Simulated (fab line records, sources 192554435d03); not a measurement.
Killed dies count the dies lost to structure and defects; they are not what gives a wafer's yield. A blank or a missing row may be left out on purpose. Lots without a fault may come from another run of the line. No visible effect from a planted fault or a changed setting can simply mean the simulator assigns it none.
fab line records	flow n5-finfet
record lots=9	wafers=27	last-day=17
route steps=1938 shown STI_FIN_REVEAL@189 DUMMY_GATE@218 SDB@375 PASSIVATION@1936
lots with no fault: from the same line, run without faults
start-h: hours from the record's opening day to when the first of the lot's shown wafers began	wait-h: time in hours since the lot's previous step	" unchanged from the row above	L1.1+2: a row that stands for several wafers	- either no value or no given start	* or withheld: withheld	< > ~ a bound
route shown NAME@n: NAME is a module with steps in the file, n the number in the route of the first one	usual: the fault-free wafers' mean and standard deviation	same: alike in all rows	chamber/n: place in a boat	sites: readings site by site	_std_site: standard deviation across them	_edge_site: outer sites' mean less inner sites'	radius-mm: how far each site lies from the wafer's centre	mask NAME#n: copy n	behind: tool/chamber where the wafer was last shaped	hold: what put the lot on hold/how long, in hours/how the hold closed	device: whichever transistor did not switch (one of n, p or np)	end of line: at the end of the route, the tests of the same wafers	where a step has no rows: the recipe by itself	killed: dies that structure and defects cost at the first sort, which is not the same as the wafer's yield	map: a wafer's dies, marking killed ones x, the rest . and places with no die _
set.NAME: the setting the step ran with; set.NAME@STEP: the setting that earlier step ran with	model.NAME: the simulator's own value behind a step, which no gauge read
the route's steps for a sample of lots (tables are steps, rows are wafers)
services: when a tool's chamber went out of use (start-h, in hours from the record's first day, below 0 if earlier), for how many hours, and the reason
## steps
# step N5_STI_FIN_REVEAL_DENSIFY_30
# recipe temp-c=*	time-s=*	ambient=N2	idle-temp-c=600	ramp-up-c-per-s=150	ramp-down-c-per-s=60	cool-to-c=600
# usual lamp-power-pct=11.53/0.056	lamp_zone_5_pct=11.533/0.019	lamp_zone_6_pct=11.449/0.019	wafer_temp_C_max=*
lot.wafer	tool	chamber	start-h	wait-h	lamp-power-pct	lamp_zone_5_pct	lamp_zone_6_pct	wafer_temp_C_max
L367.3	rtp-anneal-01	0	41.86	0.1	11.52	11.578	11.471	*
L367.4	"	0	"	"	11.50	11.561	11.457	*
L367.5	"	0	"	"	11.57	11.534	11.464	*
L369.1	rtp-anneal-02	0	52.77	0.0	11.58	11.527	11.448	*
L369.2	"	0	"	"	11.44	11.571	11.462	*
L369.6	"	0	"	"	11.56	11.545	11.438	*
L370.3	rtp-anneal-01	0	59.03	0.1	11.53	11.501	11.470	*
L370.4	"	0	"	"	11.55	11.560	11.465	*
L370.5	"	0	"	"	11.61	11.509	11.436	*
L373.4	rtp-anneal-01	0	81.94	0.1	11.55	11.527	11.433	*
L373.5	"	0	"	"	11.41	11.522	11.455	*
L373.6	"	0	"	"	11.53	11.526	11.440	*
L376.1	rtp-anneal-01	0	95.27	0.2	11.56	11.554	11.442	*
L376.3	"	0	"	"	11.63	11.519	11.418	*
L376.5	"	0	"	"	11.49	11.573	11.438	*
L381.1	rtp-anneal-01	0	124.57	0.1	11.47	11.505	11.478	*
L381.4	"	0	"	"	11.50	11.522	11.411	*
L381.6	"	0	"	"	11.48	11.529	11.441	*
L383.2	rtp-anneal-01	0	136.70	0.1	11.52	11.525	11.451	*
L383.4	"	0	"	"	11.53	11.493	11.463	*
L383.5	"	0	"	"	11.43	11.552	11.440	*
L387.1	rtp-anneal-02	0	158.68	0.1	11.50	11.491	11.455	*
L387.4	"	0	"	"	11.49	11.537	11.411	*
L387.5	"	0	"	"	11.61	11.522	11.438	*
L388.3	rtp-anneal-01	0	166.67	0.1	11.55	11.545	11.422	*
L388.5	"	0	"	"	11.60	11.549	11.438	*
L388.6	"	0	"	"	11.51	11.554	11.462	*
# step N5_STI_FIN_REVEAL_ETCHBACK_08
# recipe chemistry=C4F6/O2	target=SiO2	target-depth-a=305	time-s=10.167	ion-energy-ev=250	pressure-mtorr=30	source-w=345	bias-w=185	Ar_flow_sccm=300	C4F6_flow_sccm=10	O2_flow_sccm=10
# usual drypump-motor-current-A=5.7/0.51	oes-product-au=0.77/0.075	rf-fwd-power-W=340.8/1.4	rf-vpp-V=661/13	showerhead-plenum-p-Torr=2.85/0.11	throttle-valve-pct=21.18/0.21
lot.wafer	tool	chamber	start-h	wait-h	drypump-motor-current-A	oes-product-au	rf-fwd-power-W	rf-hours-counter-h	rf-vpp-V	showerhead-plenum-p-Torr	throttle-valve-pct
L367.3	rie-diel-03	3	42.21	0.3	5.0	0.78	342.2	133	639	2.87	21.03
L367.4	"	1	"	"	6.4	0.94	343.5	8	672	3.04	21.32
L367.5	"	3	"	"	5.0	0.78	342.1	-	636	2.87	21.04
L369.1	rie-diel-01	3	53.04	0.2	5.6	0.72	338.9	214	653	2.84	21.15
L369.2	"	1	"	"	5.6	0.81	340.8	127	658	2.77	21.31
L369.6	"	3	"	"	5.6	0.72	338.4	-	651	2.84	21.15
L370.3	rie-diel-01	2	59.35	0.3	6.4	0.85	339.0	68	673	2.77	21.01
L370.4	"	0	"	"	5.4	0.68	342.4	239	659	2.82	21.62
L370.5	"	0	"	"	5.4	0.68	341.1	-	659	2.82	21.62
L373.4	rie-diel-03	0	82.06	0.1	4.7	0.73	340.3	186	681	2.94	21.54
L373.5	"	2	"	"	5.9	0.72	340.7	-	652	2.97	21.07
L373.6	"	1	"	"	6.4	0.90	341.8	-	672	3.03	21.36
L376.1	rie-diel-03	2	95.48	0.2	5.9	0.73	340.7	183	651	2.97	21.06
L376.3	"	1	"	"	6.4	0.90	341.8	32	671	3.03	21.34
L376.5	"	1	"	"	6.4	0.88	342.2	-	675	3.03	21.36
L381.1	rie-diel-03	2	124.78	0.2	5.9	0.72	340.8	194	651	2.96	21.08
L381.4	"	0	"	"	4.7	0.72	338.9	201	680	2.94	21.53
L381.6	"	1	"	"	6.4	0.88	342.0	-	673	3.02	21.38
L383.2	rie-diel-05	1	136.89	0.2	5.4	0.74	342.1	148	672	2.86	21.43
L383.4	"	2	"	"	5.1	0.69	338.8	204	675	2.73	21.00
L383.5	"	2	"	"	5.1	0.69	340.7	-	674	2.73	21.01
L387.1	rie-diel-03	1	158.89	0.2	6.4	0.86	342.0	54	672	3.02	21.39
L387.4	"	0	"	"	4.7	0.71	338.4	212	679	2.93	21.58
L387.5	"	2	"	"	5.9	0.70	340.1	-	651	2.95	21.09
L388.3	rie-diel-01	1	166.90	0.2	5.6	0.75	341.6	170	657	2.75	21.36
L388.5	"	0	"	"	5.4	0.92	341.1	-	657	2.81	21.30
L388.6	"	3	"	"	5.6	0.93	339.8	-	652	2.82	20.81
# step N5_STI_FIN_REVEAL_STRIP_24
# recipe chemistry=N2/H2	time-s=90	power-w=100	temp-c=40	pressure-mtorr=100	rf-frequency-hz=6e+07	bias-power-w=3	n2-flow-sccm=300	h2-flow-sccm=300
# usual drypump-motor-current-A=5.7/0.51	oes-product-au=0.77/0.077	rf-vpp-V=45.2/0.91	showerhead-plenum-p-Torr=3.37/0.14	throttle-valve-pct=12.20/0.21
lot.wafer	tool	chamber	start-h	wait-h	drypump-motor-current-A	oes-product-au	rf-hours-counter-h	rf-vpp-V	showerhead-plenum-p-Torr	throttle-valve-pct
L367.3	rie-diel-03	3	42.25	0.0	5.1	0.79	133	45.7	3.41	12.11
L367.4	"	1	"	"	6.4	0.96	8	45.8	3.60	12.26
L367.5	"	3	"	"	5.0	0.79	-	44.0	3.41	12.12
L369.1	rie-diel-01	3	53.08	0.0	5.6	0.71	214	45.7	3.33	12.11
L369.2	"	1	"	"	5.6	0.79	127	43.6	3.27	12.20
L369.6	"	3	"	"	5.6	0.72	-	45.2	3.33	12.11
L370.3	rie-diel-01	2	59.38	0.0	6.4	0.84	68	44.7	3.29	12.01
L370.4	"	0	"	"	5.4	0.68	239	44.5	3.32	12.60
L370.5	"	0	"	"	5.4	0.69	-	47.0	3.32	12.61
L373.4	rie-diel-03	0	82.09	0.0	4.7	0.73	186	45.2	3.50	12.52
L373.5	"	2	"	"	5.9	0.72	-	46.3	3.51	12.17
L373.6	"	1	"	"	6.5	0.91	-	46.3	3.59	12.30
L376.1	rie-diel-03	2	95.51	0.0	5.9	0.71	183	45.2	3.50	12.17
L376.3	"	1	"	"	6.5	0.89	32	44.2	3.59	12.32
L376.5	"	1	"	"	6.5	0.90	-	45.4	3.59	12.32
L381.1	rie-diel-03	2	124.82	0.0	5.9	0.71	194	44.6	3.50	12.21
L381.4	"	0	"	"	4.7	0.72	201	46.5	3.49	12.57
L381.6	"	1	"	"	6.4	0.87	-	46.4	3.58	12.32
L383.2	rie-diel-05	1	136.92	0.0	5.5	0.74	148	43.0	3.41	12.54
L383.4	"	2	"	"	5.1	0.69	204	45.5	3.23	12.23
L383.5	"	2	"	"	5.1	0.69	-	44.5	3.23	12.24
L387.1	rie-diel-03	1	158.93	0.0	6.5	0.86	54	47.4	3.58	12.39
L387.4	"	0	"	"	4.7	0.70	212	45.9	3.49	12.60
L387.5	"	2	"	"	5.9	0.70	-	46.4	3.49	12.23
L388.3	rie-diel-01	1	166.94	0.0	5.6	0.75	170	44.6	3.24	12.31
L388.5	"	0	"	"	5.4	0.92	-	44.7	3.30	12.04
L388.6	"	3	"	"	5.6	0.92	-	45.9	3.31	11.56
# step N5_DUMMY_GATE_CMP_04
# recipe material=a-Si	post-cmp-clean=alkaline-brush
# usual motor-current-A=10.5/0.87	pad-life-wafers=1040/440	retaining-ring-pressure-frac=0.999/0.0049	time-to-endpoint-s=12.8/1.8
lot.wafer	tool	chamber	start-h	wait-h	motor-current-A	pad-life-wafers	retaining-ring-pressure-frac	time-to-endpoint-s
L367.3	cmp-04	1	49.22	0.0	9.0	738	1.000	12.1
L367.4	"	3	"	"	11.7	740	0.997	11.3
L367.5	"	1	"	"	9.1	-	0.990	14.2
L369.1	cmp-03	2	60.16	0.1	9.4	271	0.995	14.7
L369.2	"	3	"	"	11.2	272	1.000	13.2
L369.6	"	2	"	"	9.6	-	0.992	16.2
L370.4	cmp-01	2	66.47	0.1	11.0	626	0.998	13.6
L370.3	"	3	"	"	11.4	627	1.008	13.7
L370.5	"	1	"	"	9.5	-	0.999	12.4
L373.4	cmp-01	1	89.30	0.1	9.7	813	1.002	12.3
L373.5	"	2	"	"	10.7	-	1.005	15.6
L373.6	"	3	"	"	10.9	-	0.992	12.2
L376.1	cmp-04	1	102.58	0.0	9.2	1170	0.993	11.9
L376.3	"	0	"	"	10.0	1173	1.006	11.5
L376.5	"	1	"	"	9.5	-	0.989	12.6
L381.4	cmp-04	3	134.54	0.0	11.2	1446	1.000	11.9
L381.1	"	2	"	"	12.4	1449	1.002	10.4
L381.6	"	0	"	"	10.1	-	0.998	18.1
L383.2	cmp-03	2	144.50	0.0	9.6	936	0.991	13.1
L383.4	"	0	"	"	10.6	938	0.995	14.1
L383.5	"	3	"	"	10.7	-	1.004	13.6
L387.4	cmp-01	3	165.91	0.1	11.3	1237	0.997	14.7
L387.1	"	0	"	"	10.0	1238	1.000	12.3
L387.5	"	2	"	"	11.1	-	1.001	12.2
L388.3	cmp-01	2	174.19	0.0	10.8	1302	0.999	9.1
L388.6	"	2	"	"	11.0	-	0.994	12.0
L388.5	"	3	"	"	10.7	-	0.995	12.0
# step N5_DUMMY_GATE_THK_MEAS_05
# usual thk-nm=71.6/1
lot.wafer	tool	chamber	start-h	wait-h	thk-nm
L367.3	film-metro-01	-	49.46	0.2	72.7
L367.4	"	-	"	"	72.2
L367.5	"	-	"	"	72.5
L369.1	film-metro-01	-	60.37	0.2	71.8
L369.2	"	-	"	"	72.0
L369.6	"	-	"	"	72.2
L370.3	film-metro-02	-	66.65	0.1	72.1
L370.4	"	-	"	"	73.0
L370.5	"	-	"	"	72.2
L373.4	film-metro-01	-	89.45	0.1	70.4
L373.5	"	-	"	"	72.6
L373.6	"	-	"	"	71.5
L376.1	film-metro-02	-	102.82	0.2	73.5
L376.3	"	-	"	"	72.4
L376.5	"	-	"	"	72.5
L381.1	film-metro-02	-	134.78	0.1	69.3
L381.4	"	-	"	"	70.4
L381.6	"	-	"	"	96.2
L383.2	film-metro-01	-	144.74	0.2	73.2
L383.4	"	-	"	"	71.4
L383.5	"	-	"	"	73.5
L387.1	film-metro-02	-	166.12	0.1	72.6
L387.4	"	-	"	"	72.5
L387.5	"	-	"	"	72.6
L388.3	film-metro-01	-	174.43	0.2	70.8
L388.5	"	-	"	"	71.3
L388.6	"	-	"	"	71.5
# step N5_DUMMY_GATE_ETCH_44
# recipe chemistry=HBr/O2	over-etch-frac=0.7	target-depth-a=1275	stop-on=SiO2	ion-energy-ev=60	bias-w=20	target=poly-Si	mask-material=SiO2	pressure-mtorr=20	icp-w=400	HBr_flow_sccm=120	O2_flow_sccm=10
# usual drypump-motor-current-A=5.9/0.55	oes-product-au=0.727/0.016	rf-fwd-power-W=398.1/1.3	throttle-valve-pct=18.42/0.2
lot.wafer	tool	chamber	start-h	wait-h	drypump-motor-current-A	oes-product-au	rf-fwd-power-W	rf-hours-counter-h	throttle-valve-pct
L367.3	rie-si-04	3	54.92	0.0	5.5	0.734	399.2	178	18.79
L367.4	"	0	"	"	6.3	0.737	397.6	103	18.45
L367.5	"	1	"	"	6.5	0.729	397.9	-	18.17
L369.1	rie-si-05	2	65.55	0.0	6.5	0.753	399.4	52	18.02
L369.2	"	0	"	"	5.1	0.720	398.1	34	18.50
L369.6	"	0	"	"	5.1	0.719	398.9	-	18.48
L370.3	rie-si-02	3	71.97	0.0	5.4	0.716	397.9	192	18.65
L370.4	"	1	"	"	5.4	0.764	398.6	56	18.64
L370.5	"	1	"	"	5.4	0.756	396.8	-	18.66
L373.4	rie-si-05	1	96.62	0.0	5.8	0.746	397.9	136	18.42
L373.5	"	3	"	"	6.7	0.727	400.2	-	18.50
L373.6	"	0	"	"	5.1	0.718	399.6	-	18.49
L376.1	rie-si-05	2	108.79	0.0	6.5	0.755	399.8	52	18.01
L376.3	"	0	"	"	5.1	0.712	399.3	35	18.50
L376.5	"	0	"	"	5.1	0.721	400.0	-	18.51
L381.1	rie-si-05	0	140.31	0.0	5.1	0.709	399.3	35	18.51
L381.4	"	3	"	"	6.8	0.699	397.3	9	18.51
L381.6	"	0	"	"	5.1	0.841	398.4	-	18.51
L383.2	rie-si-05	2	150.04	0.0	6.4	0.755	399.0	53	18.02
L383.4	"	3	"	"	6.8	0.715	396.9	10	18.50
L383.5	"	0	"	"	5.0	0.724	398.5	-	18.53
L387.1	rie-si-02	2	171.35	0.0	6.0	0.725	400.3	69	18.38
L387.4	"	3	"	"	5.4	0.743	396.8	0	18.41
L387.5	"	2	"	"	6.0	0.727	399.0	-	18.38
L388.3	rie-si-04	1	180.10	0.0	6.6	0.710	396.8	31	18.16
L388.5	"	1	"	"	6.5	0.717	395.9	-	18.17
L388.6	"	2	"	"	5.6	0.709	396.4	-	18.36
# step N5_SDB_THK_MEAS_31
# recipe reads=a-Si_of_DUMMY_GATE_CVD_03
# usual SDB_THK=63.9/1
lot.wafer	tool	chamber	start-h	wait-h	SDB_THK[nm]
L367.3	film-metro-01	-	77.54	-	65.1
L367.4	"	-	"	"	64.3
L367.5	"	-	"	"	64.7
L369.1	film-metro-01	-	89.72	-	64.1
L369.2	"	-	"	"	64.2
L369.6	"	-	"	"	64.3
L370.3	film-metro-02	-	94.29	-	64.3
L370.4	"	-	"	"	65.2
L370.5	"	-	"	"	64.5
L373.4	film-metro-01	-	118.14	-	62.7
L373.5	"	-	"	"	64.9
L373.6	"	-	"	"	63.7
L376.1	film-metro-01	-	130.15	-	65.8
L376.3	"	-	"	"	64.6
L376.5	"	-	"	"	64.8
L381.1	film-metro-02	-	162.24	-	61.4
L381.4	"	-	"	"	62.6
L381.6	"	-	"	"	88.5
L383.2	film-metro-02	-	171.43	-	65.4
L383.4	"	-	"	"	63.7
L383.5	"	-	"	"	65.7
L387.1	film-metro-02	-	195.06	-	64.9
L387.4	"	-	"	"	64.7
L387.5	"	-	"	"	64.9
L388.3	film-metro-02	-	202.96	-	63.0
L388.5	"	-	"	"	63.5
L388.6	"	-	"	"	63.8
# step N5_PASSIVATION_PROBE_49
# usual killed_at_M0_to_M3=34/8.9	killed_at_M4_up=13/5	killed-at-contacts=12/7	killed-at-front-end=38/11	killed-at-other=3.2/2.9	killed-dies=99/16	killed-open=65/13	killed-short=32/7.6
# same gross-dies=1180	killed-at-back-side=0
lot.wafer	tool	chamber	start-h	wait-h	killed_at_M0_to_M3	killed_at_M4_up	killed-at-contacts	killed-at-front-end	killed-at-other	killed-dies	killed-open	killed-short
L367.3	prober-02	-	252.50	0.1	23	18	7	58	0	106	59	45
L367.4	prober-02	-	252.55	0.2	19	12	8	41	2	82	55	24
L367.5	prober-02	-	252.60	0.2	34	6	11	60	1	112	77	35
L370.3	prober-02	-	280.89	0.1	27	17	35	34	7	120	93	23
L370.4	prober-02	-	280.94	0.2	44	10	37	34	0	125	83	39
L370.5	prober-02	-	280.99	0.2	22	12	25	29	1	89	56	28
L373.4	prober-02	-	303.34	0.2	36	11	9	33	0	89	59	30
L373.5	prober-02	-	303.39	0.2	40	4	4	27	11	86	62	24
L373.6	prober-02	-	303.44	0.3	47	8	8	23	5	91	59	32
L381.1	prober-02	-	355.47	0.0	34	14	16	21	7	92	62	29
L381.4	prober-02	-	355.62	0.2	28	7	13	30	0	78	50	27
L381.6	prober-02	-	355.72	0.3	24	15	4	37	0	80	47	32
L383.4	prober-01	-	364.54	0.2	19	9	5	26	0	59	40	19
L383.5	prober-01	-	364.59	0.2	43	11	6	29	0	89	61	23
L388.3	prober-02	-	397.88	0.1	35	15	8	29	1	88	57	29
L388.5	prober-02	-	397.98	0.2	25	3	11	53	0	92	51	41
L388.6	prober-02	-	398.03	0.3	30	11	5	27	2	75	43	29
# killed by level:class
L367.3 FIN_SAQP:geometric-particle:open=12 FIN_SAQP:geometric-particle:short=12 STI_FIN_REVEAL:geometric-particle:open=8 BEOL_M1:geometric-particle:open=8 STI_FIN_REVEAL:geometric-particle:short=6 BEOL_M0_SAQP:geometric-particle:short=5 GATE_CUT:geometric-particle:short=4 MOL_CONTACT_COAG:geometric-particle:short=4
L367.4 STI_FIN_REVEAL:geometric-particle:open=13 DUMMY_GATE:geometric-particle:open=6 MOL_CONTACT_COAG:geometric-particle:open=6 DUMMY_GATE:geometric-particle:short=4 GATE_CUT:geometric-particle:short=4 BEOL_M1:geometric-particle:open=4 BEOL_M2:geometric-particle:open=4 BEOL_M4:geometric-particle:open=4
L367.5 STI_FIN_REVEAL:geometric-particle:open=18 MOL_CONTACT_COAG:geometric-particle:open=9 BEOL_M3:geometric-particle:open=8 DUMMY_GATE:geometric-particle:open=7 BEOL_M1:geometric-particle:open=7 FIN_SAQP:geometric-particle:open=6 FIN_SAQP:geometric-particle:short=6 GATE_CUT:geometric-particle:short=5
L370.3 MOL_CONTACT_COAG:geometric-particle:open=30 FIN_SAQP:geometric-particle:open=16 BEOL_M3:geometric-particle:open=8 BEOL_M4:geometric-particle:open=7 BEOL_M0_SAQP:geometric-particle:short=5 BEOL_M5:geometric-particle:open=5 STI_FIN_REVEAL:geometric-particle:open=4 DUMMY_GATE:geometric-particle:open=4
L370.4 MOL_CONTACT_COAG:geometric-particle:open=27 BEOL_M0_SAQP:geometric-particle:open=16 MOL_CONTACT_COAG:geometric-particle:short=9 BEOL_M0_SAQP:geometric-particle:short=8 FIN_SAQP:geometric-particle:short=7 FIN_SAQP:geometric-particle:open=7 BEOL_M3:geometric-particle:open=6 DUMMY_GATE:geometric-particle:open=5
L370.5 MOL_CONTACT_COAG:geometric-particle:open=14 MOL_CONTACT_COAG:geometric-particle:short=10 FIN_SAQP:geometric-particle:open=8 BEOL_M0_SAQP:geometric-particle:open=5 BEOL_M4:geometric-particle:open=5 ILD0:geometric-particle:open=4 BEOL_M3:geometric-particle:short=4 FIN_SAQP:geometric-particle:short=3
L373.4 BEOL_M3:geometric-particle:open=10 MOL_CONTACT_COAG:geometric-particle:open=7 STI_FIN_REVEAL:geometric-particle:open=6 DUMMY_GATE:geometric-particle:open=6 BEOL_M0_SAQP:geometric-particle:open=5 BEOL_M3:geometric-particle:short=5 BEOL_M4:geometric-particle:short=5 STARTING-WAFER:geometric-particle:open=5
L373.5 BEOL_M0_SAQP:geometric-particle:open=12 STI_FIN_REVEAL:geometric-particle:open=9 BEOL_M3:geometric-particle:open=7 BEOL_M1:geometric-particle:open=6 BEOL_M0:geometric-particle:open=4 DUMMY_GATE:geometric-particle:open=4 MOL_CONTACT_COAG:geometric-particle:open=4 BEOL_M0_SAQP:geometric-particle:short=4
L373.6 BEOL_M3:geometric-particle:open=16 BEOL_M1:geometric-particle:open=8 MOL_CONTACT_COAG:geometric-particle:open=6 STARTING-WAFER:geometric-particle:short=6 GATE_CUT:geometric-particle:short=5 BEOL_M0:geometric-particle:open=5 BEOL_M0_SAQP:geometric-particle:open=4 BEOL_M2:geometric-particle:short=4
L381.1 MOL_CONTACT_COAG:geometric-particle:open=16 BEOL_M0_SAQP:geometric-particle:open=9 BEOL_M2:geometric-particle:open=6 BEOL_M0_SAQP:geometric-particle:short=5 BEOL_M1:geometric-particle:open=5 GATE_CUT:geometric-particle:short=4 STARTING-WAFER:geometric-particle:short=4 BEOL_M3:geometric-particle:open=4
L381.4 BEOL_M3:geometric-particle:open=12 MOL_CONTACT_COAG:geometric-particle:open=11 FIN_SAQP:geometric-particle:short=6 BEOL_M1:geometric-particle:open=5 DUMMY_GATE:geometric-particle:open=4 GATE_CUT:geometric-particle:short=4 STARTING-WAFER:geometric-particle:short=4 STI_FIN_REVEAL:geometric-particle:open=3
L381.6 BEOL_M0_SAQP:geometric-particle:short=9 FIN_SAQP:geometric-particle:short=8 DUMMY_GATE:geometric-particle:open=7 GATE_CUT:geometric-particle:open=7 BEOL_M0_SAQP:geometric-particle:open=6 STI_FIN_REVEAL:geometric-particle:open=5 BEOL_M5:geometric-particle:open=5 GATE_CUT:geometric-particle:short=3
L383.4 STARTING-WAFER:geometric-particle:short=7 FIN_SAQP:geometric-particle:open=5 MOL_CONTACT_COAG:geometric-particle:open=4 BEOL_M0_SAQP:geometric-particle:short=4 BEOL_M2:geometric-particle:open=4 STARTING-WAFER:geometric-particle:open=4 GATE_CUT:geometric-particle:open=3 BEOL_M3:geometric-particle:open=3
L383.5 BEOL_M2:geometric-particle:open=11 BEOL_M3:geometric-particle:open=10 BEOL_M0:geometric-particle:open=6 MOL_CONTACT_COAG:geometric-particle:open=5 HKMG_FIN:area-etch=5 FIN_SAQP:geometric-particle:open=4 GATE_CUT:geometric-particle:open=4 BEOL_M0_SAQP:geometric-particle:short=4
L388.3 BEOL_M0_SAQP:geometric-particle:short=10 BEOL_M0_SAQP:geometric-particle:open=10 FIN_SAQP:geometric-particle:open=8 FIN_SAQP:geometric-particle:short=6 STI_FIN_REVEAL:geometric-particle:open=6 BEOL_M5:geometric-particle:open=6 BEOL_M3:geometric-particle:open=5 MOL_CONTACT_COAG:geometric-particle:open=4
L388.5 STI_FIN_REVEAL:geometric-particle:open=11 FIN_SAQP:geometric-particle:open=9 FIN_SAQP:geometric-particle:short=8 MOL_CONTACT_COAG:geometric-particle:open=8 BEOL_M0_SAQP:geometric-particle:open=8 BEOL_M0_SAQP:geometric-particle:short=8 GATE_CUT:geometric-particle:short=7 BEOL_M1:geometric-particle:open=6
L388.6 BEOL_M0_SAQP:geometric-particle:short=8 BEOL_M3:geometric-particle:open=8 GATE_CUT:geometric-particle:short=5 BEOL_M2:geometric-particle:open=5 FIN_SAQP:geometric-particle:open=4 DUMMY_GATE:geometric-particle:open=4 MOL_CONTACT_COAG:geometric-particle:open=4 FIN_SAQP:geometric-particle:short=3
## services
tool	chamber	start-h	hours	kind
cmp-03	-	22.10	4.0	pm
rie-si-05	0	40.95	4.7	repair
rie-diel-05	-	42.70	28.1	pm
rie-si-04	-	44.98	6.8	repair
rie-diel-01	-	45.13	0.4	repair
cmp-04	-	66.17	0.6	repair
cmp-03	-	69.48	6.3	repair
rie-diel-05	3	78.46	7.1	repair
rie-diel-01	0	86.00	-	clean
rie-diel-01	0	86.00	-	consumable-replace:focus-ring
rie-diel-01	0	86.00	21.0	scheduled-down
rie-diel-01	0	86.00	21.0	vent-cycle
cmp-04	-	93.91	0.9	repair
cmp-01	-	100.81	5.2	pm
rie-si-02	0	104.57	4.8	repair
rie-diel-01	1	114.94	11.2	repair
rie-si-02	1	115.30	17.5	repair
cmp-01	-	118.81	2.3	repair
rie-si-05	-	128.04	2.8	pm
rtp-anneal-01	-	129.14	7.3	pm
rie-diel-01	3	136.96	-	clean
rie-diel-01	3	136.96	-	consumable-replace:focus-ring
cmp-01	-	146.99	16.1	pm
rie-si-04	0	168.12	4.9	repair
## key
first-sign step=N5_DUMMY_GATE_THK_MEAS_05	reading=thk-nm	direction=up	sigmas=25	usual=*	struck=*
effect step=N5_DUMMY_GATE_ETCH_44	reading=oes-product-au	direction=up	sigmas=7.2	usual=0.727	struck=0.841
effect step=N5_SDB_THK_MEAS_31	reading=SDB_THK	direction=up	sigmas=24	usual=63.9	struck=88.5
met-at N5_DUMMY_GATE_CMP_04
struck-lots L381
struck-wafers L381.6
tester-left-out L381
not-acting-at N5_STI_FIN_REVEAL_DENSIFY_30,N5_STI_FIN_REVEAL_ETCHBACK_08,N5_STI_FIN_REVEAL_STRIP_24
onset-between 102.58 134.54
fault kind=process-parameter-drift	tool=cmp-04	chamber=0	onset-h=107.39	steps=N5_DUMMY_GATE_CMP_04	channel=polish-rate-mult	offset=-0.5	shape=step	end-h=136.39
# tester-left-out: of these lots the tester's yield and bins aren't shown, on N5 and GAA mostly nor the transistor test; their killed dies are dies lost to structure and defects alone, not to doping, threshold or leakage, so they don't give the yield
